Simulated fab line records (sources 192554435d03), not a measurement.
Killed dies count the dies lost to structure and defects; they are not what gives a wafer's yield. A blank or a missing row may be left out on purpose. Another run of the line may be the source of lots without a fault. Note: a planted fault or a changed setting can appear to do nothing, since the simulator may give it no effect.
Code-filled problem report in 8D (eight disciplines) form | flow n5-finfet | the parts of the form that need people (team, actions taken, sign-off) are left out

1. PROBLEM STATEMENT
Mean of run-length-s at N5_BEOL_M0_CO_CAP_123: 99.4 s across 5 wafers in 3 lots; on wafers with no fault it is 124.9 s (standard deviation 0.51). Measured from the usual mean, that is -50 standard deviations.
The step: material Co, precursor CCTBA/H2, target thk 2 nm, time 102.1 s.
Seen first at day 10 14:16 on cvd-co-01, wafer L481.2. Wafers with a number at this step in the record: 30, from 11 lots. By rule, "out" or "out of limits" means more than 4 standard deviations away from the usual mean. The other wafers with a number count as sound.

2. WHAT IT IS AND WHAT IT IS NOT
question                    | is                                     | is not
which readings at this step | run-length-s                           | heater-power-w
which lots                  | L481, L482, L483                       | L463, L466, L467, L468, L470, L472, L474, L475
which wafers of those lots  | L481.2, L481.6, L482.6, L483.2, L483.6 | L482.4
read on which tools         | cvd-co-01                              | cvd-co-02
when                        | from day 10 14:16                      | up to then (24 sound wafers); but 1 sound wafer of L482 came after

3. THE SUSPECTS, EACH WITH WHAT RULES IT OUT
Counting: any tool at a process step up to the reading remains a suspect provided it ran every lot that is out. Sound lots after the first of them don't rule it out here, since some wafers of a struck lot are sound.
- cvd-co-01 at N5_BEOL_M0_CO_CAP_123 (material Co, precursor CCTBA/H2, target thk 2 nm, time 102.1 s): kept. Every lot that is out went through it, the first being L481 (day 10 14:16); the last sound lot it ran before that was L474 (day 8 16:59). Its own readings are out on those wafers: run-length-s.
After counting, what remains is cvd-co-01 at N5_BEOL_M0_CO_CAP_123.

4. THE CAUSE (what the simulator had put in)
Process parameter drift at N5_BEOL_M0_CO_CAP_123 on cvd-co-01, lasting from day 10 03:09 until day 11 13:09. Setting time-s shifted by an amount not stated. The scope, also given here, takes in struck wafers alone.
The count eliminated every tool but this one.

5. SEQUENCE OF EFFECTS, ordered by route
Rows list readings where the struck wafers' mean (over those with a number) sits beyond 3 standard deviations from the usual. Only readings for which the record gives a usual standard deviation are gone through. hours: the time from each lot's start at the first step in this table that gives one to its start at this step, as a median over the lots. sigmas: the change in usual standard deviations.
hours | step                  | reading      | usual   | on struck wafers | change | sigmas
0     | N5_BEOL_M0_CO_CAP_123 | run-length-s | 124.9 s | 99.4             | -25.5  | -50
Here are the process steps it includes:
- N5_BEOL_M0_CO_CAP_123: material Co, precursor CCTBA/H2, target thk 2 nm, time 102.1 s.
Later measuring or inspecting steps at which every struck wafer that the step has a row for has a number for every such reading, and none has moved that far: N5_BEOL_M4_RC_MEAS_101.

6. WHAT WOULD HAVE CAUGHT IT SOONER
The fault began at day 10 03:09; the first out-of-limits reading in this record came at day 10 14:16, 11 hours later.
